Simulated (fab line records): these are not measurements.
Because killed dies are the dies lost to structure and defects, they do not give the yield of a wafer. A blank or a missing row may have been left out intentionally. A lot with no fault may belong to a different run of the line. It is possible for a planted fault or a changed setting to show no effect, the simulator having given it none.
Chamber matching || flow n5Finfet || N5_BEOL_M14_DESCUM_33 on rieDiel-03 has 4 sister chambers
The step chemistry O2, time 7.9 s. 4 wafers are shown with their chamber, then 8 later ones without.

== WAFERS, EACH WITH ITS CHAMBER ==
{"wafer": "L084.3", "chamber": 2, "throttleValvePct (%)": 20.18}
{"wafer": "L084.5", "chamber": 0, "throttleValvePct (%)": 20.75}
{"wafer": "L084.6", "chamber": 1, "throttleValvePct (%)": 20.31}
{"wafer": "L088.2", "chamber": 3, "throttleValvePct (%)": 20.18}

== WAFERS WITH NO CHAMBER GIVEN ==
{"wafer": "L088.5", "throttleValvePct (%)": 20.75}
{"wafer": "L088.6", "throttleValvePct (%)": 20.33}
{"wafer": "L091.2", "throttleValvePct (%)": 20.76}
{"wafer": "L091.4", "throttleValvePct (%)": 20.33}
{"wafer": "L091.5", "throttleValvePct (%)": 20.20}
{"wafer": "L097.2", "throttleValvePct (%)": 20.22}
{"wafer": "L097.3", "throttleValvePct (%)": 20.76}
{"wafer": "L097.6", "throttleValvePct (%)": 20.33}

== WHICH CHAMBER EACH ONE RAN IN ==
{"wafer": "L088.5", "from the rows above": 0, "in truth": 0}
{"wafer": "L088.6", "from the rows above": 1, "in truth": 1}
{"wafer": "L091.2", "from the rows above": 0, "in truth": 0}
{"wafer": "L091.4", "from the rows above": 1, "in truth": 1}
{"wafer": "L091.5", "from the rows above": "can't be placed: 2 or 3", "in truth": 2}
{"wafer": "L097.2", "from the rows above": "can't be placed: 2 or 3", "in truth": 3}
{"wafer": "L097.3", "from the rows above": 0, "in truth": 0}
{"wafer": "L097.6", "from the rows above": 1, "in truth": 1}
6 of 8 placed correctly. Unplaceable from these rows: 2, with the true chamber sitting among the candidates in 2. 0 placed wrongly.
How it was worked out, from the rows above alone: a wafer's distance from a chamber is the root of the sum, over the readings, of the square of ((its reading less the chamber's mean) divided by the reading's scatter). The wafer belongs to the nearest chamber; if the next one is less than 2 further off, it can't be placed. The mean given for a chamber averages the wafers shown for that chamber. The scatter (one wafer shown for each chamber): square how far every hidden wafer sits from the nearest shown wafer, average those squares and take the square root.
